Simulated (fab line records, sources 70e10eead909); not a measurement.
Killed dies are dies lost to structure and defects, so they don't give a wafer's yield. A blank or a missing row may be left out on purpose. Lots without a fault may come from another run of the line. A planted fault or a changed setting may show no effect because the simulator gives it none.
A struck lot beside a sound one | flow nand_harc | 21 steps out of a route of 1302
Sound: wafers L198.1, L198.4, L198.5. Struck: wafers L207.2, L207.3, L207.5. The cause comes at the end.
At each step with rows: each side's tool, then ch and its chambers, then its first start. Under that, the readings that differ: sound wafers | struck wafers | difference of the means | sigmas: that difference in standard deviations of wafers without a fault.
alike: readings whose means differ by less than 2 such deviations, and words and numbers that are the same on both sides. not compared: withheld readings, readings that some wafer has no value for, bounds like >300 that may hide the same value, and numbers for which the record gives no deviation and whose values overlap.
The two part at a step that has a row with sigmas, a row that says differs or no value, or rows on one side only. Numbers that don't overlap but have no deviation are shown without sigmas and don't part them. A reading that every wafer of one side lacks parts them only if that side has two wafers or more.

NHARC_P_CONTACT_CMP_24: polishes, t overpolish 30 s, target thk 200 nm.
  sound on cmp-01 ch 1,3, day 5 20:22; struck on cmp-01 ch 0,1, day 10 01:43
  alike: motor_current_A, overpolish_run_s, time_to_endpoint_s
then, 1 step without rows for these wafers: NHARC_P_CONTACT_SRD_26.
NHARC_P_CONTACT_INSPECT_27:
  sound on defect_inspect-01, day 5 20:45; struck on defect_inspect-01, day 10 02:07
  alike: raw_defect_count
then, 8 steps without rows for these wafers: NHARC_P_M0_DEP_00 (deposits SiOC, target thk 150 nm); NHARC_P_M0_DEHYDRATE_01 (time 120 s); NHARC_P_M0_HMDS_02 (time 30 s); NHARC_P_M0_COAT_33 (time 65 s); NHARC_P_M0_COAT_03 (resist thk 90 nm); NHARC_P_M0_SOFTBAKE_04 (time 55 s); NHARC_P_M0_EBR_05; NHARC_P_M0_EXPOSE_06 (exposes mask P M0, target cd 90 nm).
NHARC_P_M0_PEB_07: peb time 65 s.
  sound on litho_track-06 ch 0, day 5 21:34; struck on litho_track-06 ch 0, day 10 02:56
  reading                  | sound             | struck            | difference | sigmas
  heater_power_total_W (W) | 156.7 156.0 157.1 | 161.9 161.2 161.9 | +5.1       | +12
then, 1 step without rows for these wafers: NHARC_P_M0_DEVELOP_08 (develop time 35 s).
NHARC_P_M0_CD_MEAS_09: target cd 90 nm.
  sound on cd_sem-02 ch 0, day 5 21:39; struck on cd_sem-01 ch 0, day 10 03:01
  reading    | sound          | struck         | difference | sigmas
  cd_nm (nm) | 90.3 90.0 90.6 | 86.1 86.9 87.5 | -3.5       | -5
NHARC_P_M0_OVL_MEAS_10: pitch 180 nm.
  sound on overlay-02, day 5 21:44; struck on overlay-01, day 10 03:07
  alike: overlay_x_nm, overlay_y_nm
NHARC_P_M0_INSPECT_11:
  sound on defect_inspect-02, day 5 21:46; struck on defect_inspect-01, day 10 03:09
  alike: raw_defect_count
NHARC_P_M0_DESCUM_14: chemistry O2, time 3 s.
  sound on rie_diel-13 ch 1,2, day 5 21:50; struck on rie_diel-04 ch 1,3, day 10 03:13
  reading               | sound             | struck            | difference | sigmas
  model.P_M0.cd_nm (nm) | 91.31 90.79 90.88 | 87.22 86.23 87.06 | -4.16      |
  alike: drypump_motor_current_A, oes_product_au, rf_vpp_V, showerhead_plenum_p_Torr, throttle_valve_pct
  not compared: rf_hours_counter_h
NHARC_P_M0_ETCH_34: etches the open film in N2/H2, target depth 40 nm, overetch 12 nm, time 43.94 s.
  sound on rie_diel-13 ch 0,1, day 5 21:58; struck on rie_diel-04 ch 0,3, day 10 03:17
  alike: drypump_motor_current_A, oes_product_au, rf_vpp_V, showerhead_plenum_p_Torr, throttle_valve_pct
  not compared: rf_hours_counter_h
NHARC_P_M0_ETCH_15: etches the open film in C4F8/Ar, target depth 150 nm, overetch 15 nm, time 82.5 s.
  sound on rie_diel-13 ch 1,2; struck on rie_diel-04 ch 1,2
  reading               | sound             | struck            | difference | sigmas
  oes_product_au (a.u.) | 0.903 0.930 0.914 | 0.982 0.995 0.998 | +0.076     | +4
  model.P_M0.cd_nm (nm) | 90.64 90.11 90.59 | 87.37 86.14 87.13 | -3.57      |
  alike: rf_vpp_V
  not compared: rf_hours_counter_h
NHARC_P_M0_CD_MEAS_16:
  sound on cd_sem-01, day 5 22:15; struck on cd_sem-02, day 10 03:31
  reading    | sound          | struck         | difference | sigmas
  cd_nm (nm) | 90.7 90.0 91.0 | 87.5 86.0 87.4 | -3.6       | -4
-- the record jumps here: 19 days lie between the struck wafers' starts before and after (it left off in module P_M0 and takes up again in module END, whose first step shown is number 1302 of the route) --
NHARC_END_SORT_01:
  sound on prober-02 ch 0, day 24 09:23; struck on prober-02 ch 0, day 29 09:46
  alike: defect_limited_yield, killed_at_array, killed_at_other, killed_at_periphery, killed_dies, killed_open, killed_short

WHERE THEY PART
First at NHARC_P_M0_PEB_07; last, within this record, at NHARC_P_M0_CD_MEAS_16. Later steps at which nothing parts them and some readings are alike: NHARC_END_SORT_01.

WHY: what the simulator had put in
Process parameter drift: litho_track-06, from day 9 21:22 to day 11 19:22, at NHARC_P_M0_PEB_07. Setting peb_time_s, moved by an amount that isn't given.
